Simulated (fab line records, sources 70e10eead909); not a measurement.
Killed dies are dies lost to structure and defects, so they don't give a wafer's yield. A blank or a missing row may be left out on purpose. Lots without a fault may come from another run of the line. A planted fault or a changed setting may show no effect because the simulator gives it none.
Tool commonality check | flow nand_harc | 11 lots, 39 wafers sampled

WHY IT WAS OPENED
At NHARC_P_M0_CD_MEAS_09 the reading cd_nm is flagged on 2 of 11 lots. Wafers without a fault read 90.0 nm, standard deviation 0.67.
Rule: a lot is flagged when every wafer of it that has a number lies more than 4 standard deviations from that mean, or none has a number. The other lots count as sound.

lot  | measured     | on        | cd_nm (nm), wafer by wafer    | flag
L679 | day 5 23:36  | cd_sem-03 | 89.4 90.1 90.5                |
L680 | day 6 10:15  | cd_sem-03 | 90.7 88.6 90.1                |
L682 | day 6 11:34  | cd_sem-02 | 89.8 89.6 89.9                |
L684 | day 6 22:44  | cd_sem-03 | 89.3 90.4 89.3                |
L683 | day 6 23:43  | cd_sem-02 | 90.0 90.0 89.6                |
L686 | day 7 06:37  | cd_sem-01 | 90.8 91.2 90.4                |
L693 | day 9 08:14  | cd_sem-02 | 89.8 89.4 89.6                |
L699 | day 10 11:49 | cd_sem-03 | 85.7 84.6 85.4 85.4 84.4 85.5 | FLAGGED
L700 | day 10 23:21 | cd_sem-02 | 85.1 84.9 85.0 84.7 84.9 85.5 | FLAGGED
L702 | day 11 08:05 | cd_sem-03 | 89.8 90.5 89.8                |
L701 | day 11 12:51 | cd_sem-02 | 89.3 89.4 89.6                |
The numbers of the flagged lots are 85.1 nm on average: -4.9 nm against the usual, or -7 standard deviations.

WHICH TOOL RAN EACH LOT
The record holds 3 process steps before the reading, out of a route of 1159 steps. In each cell: the tool, then ch and the chambers that the sampled wafers went through, then the start.
lot  | flag    | NHARC_P_CONTACT_CMP_01        | NHARC_P_CONTACT_DESCUM_17          | NHARC_P_M0_PEB_07
L679 |         | cmp-03 ch 0,2, day 5 07:37    | rie_diel-07 ch 0,1,3, day 5 08:38  | litho_track-04 ch 0, day 5 23:31
L680 |         | cmp-03 ch 2,3, day 5 16:44    | rie_diel-06 ch 0,1,2, day 5 17:45  | litho_track-04 ch 0, day 6 10:10
L682 |         | cmp-03 ch 0,3, day 6 01:42    | rie_diel-06 ch 1,3, day 6 02:43    | litho_track-01 ch 0, day 6 11:29
L684 |         | cmp-01 ch 1,2,3, day 6 14:07  | rie_diel-06 ch 0,1, day 6 15:07    | litho_track-01 ch 0, day 6 22:39
L683 |         | cmp-03 ch 0,1,2, day 6 15:25  | rie_diel-06 ch 0,3, day 6 16:25    | litho_track-01 ch 0, day 6 23:38
L686 |         | cmp-01 ch 0,1, day 7 01:32    | rie_diel-07 ch 0,1,2, day 7 02:34  | litho_track-01 ch 0, day 7 06:31
L693 |         | cmp-01 ch 0,1, day 9 00:53    | rie_diel-06 ch 1,2,3, day 9 01:55  | litho_track-01 ch 0, day 9 08:10
L699 | FLAGGED | cmp-01 ch 0,1,3, day 10 06:46 | rie_diel-07 ch 0,1,3, day 10 07:46 | litho_track-01 ch 0, day 10 11:44
L700 | FLAGGED | cmp-01 ch 0,1,3, day 10 18:20 | rie_diel-06 ch 0,2,3, day 10 19:21 | litho_track-01 ch 0, day 10 23:16
L702 |         | cmp-01 ch 0,2,3, day 11 03:10 | rie_diel-07 ch 0,2,3, day 11 04:02 | litho_track-06 ch 0, day 11 08:01
L701 |         | cmp-02 ch 0,1,3, day 11 03:10 | rie_diel-01 ch 1,3, day 11 04:11   | litho_track-04 ch 0, day 11 12:46
What these steps do:
- NHARC_P_CONTACT_CMP_01: polishes SiO2, target thk 200 nm.
- NHARC_P_CONTACT_DESCUM_17: chemistry O2, time 3 s.
- NHARC_P_M0_PEB_07: peb time 65 s.
- NHARC_P_M0_CD_MEAS_09: target cd 90 nm.

FLAGGED OVER TOTAL, TOOL BY TOOL (the gauges that took the reading come last)
step                      | tool           | lots run | flagged | share of the flagged lots | sound lots run after its first flagged lot
NHARC_P_CONTACT_CMP_01    | cmp-01         | 6        | 2       | all                       | 1 (L702)
NHARC_P_CONTACT_CMP_01    | cmp-02         | 1        | 0       | none                      | -
NHARC_P_CONTACT_CMP_01    | cmp-03         | 4        | 0       | none                      | -
NHARC_P_CONTACT_DESCUM_17 | rie_diel-01    | 1        | 0       | none                      | -
NHARC_P_CONTACT_DESCUM_17 | rie_diel-06    | 6        | 1       | some                      | 0
NHARC_P_CONTACT_DESCUM_17 | rie_diel-07    | 4        | 1       | some                      | 1 (L702)
NHARC_P_M0_PEB_07         | litho_track-01 | 7        | 2       | all                       | 0
NHARC_P_M0_PEB_07         | litho_track-04 | 3        | 0       | none                      | -
NHARC_P_M0_PEB_07         | litho_track-06 | 1        | 0       | none                      | -
NHARC_P_M0_CD_MEAS_09     | cd_sem-01      | 1        | 0       | none                      | -
NHARC_P_M0_CD_MEAS_09     | cd_sem-02      | 5        | 1       | some                      | 1 (L701)
NHARC_P_M0_CD_MEAS_09     | cd_sem-03      | 5        | 1       | some                      | 1 (L702)

WHAT THE TABLE ALLOWS
2 rows of the table ran every flagged lot: cmp-01 at NHARC_P_CONTACT_CMP_01, litho_track-01 at NHARC_P_M0_PEB_07.
- cmp-01 at NHARC_P_CONTACT_CMP_01: 2 of its 6 lots flagged. Sound lots ran on it after the first flagged one (L702), which a lasting fault on the whole tool wouldn't allow.
- litho_track-01 at NHARC_P_M0_PEB_07: 2 of its 7 lots flagged. Its last sound lot is L693 (day 9 08:10), its first flagged lot L699 (day 10 11:44): a fault that began between those two fits. Its own readings lie more than 4 standard deviations out on every wafer of the flagged lots: heater_power_total_W.
One tool is left: litho_track-01 at NHARC_P_M0_PEB_07.

WHAT THE SIMULATOR HAD PUT IN
Process parameter drift: litho_track-01, from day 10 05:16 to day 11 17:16, at NHARC_P_M0_PEB_07. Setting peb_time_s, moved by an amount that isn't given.
Lots struck among those shown: L699, L700. The rule above found the same.
